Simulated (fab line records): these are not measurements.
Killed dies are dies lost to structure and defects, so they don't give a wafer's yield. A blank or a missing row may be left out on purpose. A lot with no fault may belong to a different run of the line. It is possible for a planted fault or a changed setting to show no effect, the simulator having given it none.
Matching of chambers ; flow nand-harc ; NHARC_A_M0_ETCH_34 on rie-diel-06 has 4 sister chambers
The step etches the open film in N2/H2, target depth 40 nm, overetch 12 nm, time 43.94 s. 4 wafers are shown with their chamber, then 7 later ones without.

== EACH WAFER AND ITS CHAMBER ==
wafer;chamber;rf-vpp-V (V)
L616.4;1;430.0
L620.2;2;432.9
L619.1;3;431.9
L619.2;0;425.5

== WAFERS MISSING THEIR CHAMBER ==
wafer;rf-vpp-V (V)
L619.6;425.5
L621.2;429.5
L621.3;427.2
L621.5;429.9
L632.3;434.1
L632.5;431.1
L632.6;433.7

== CHAMBER TAKEN BY EACH ==
wafer;from the rows above;in truth
L619.6;0;0
L621.2;1;1
L621.3;can't be placed: 0 or 1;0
L621.5;1;1
L632.3;can't be placed: 2 or 3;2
L632.5;can't be placed: 3 or 1 or 2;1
L632.6;can't be placed: 2 or 3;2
Placed correctly: 3 of 7. From these rows, 4 cannot be placed; in 4 the true chamber is one of the candidates. Placed wrongly: 0.
How it was worked out, from the rows above alone: a wafer's distance from a chamber is the root of the sum, over the readings, of the square of ((its reading less the chamber's mean) divided by the reading's scatter). The wafer belongs to the nearest chamber; if the next one is less than 2 further off, it can't be placed. For every chamber, the mean is computed from those of its wafers that are shown. The scatter: root of mean squared gap, hidden wafer to nearest shown wafer, with one shown wafer a chamber.
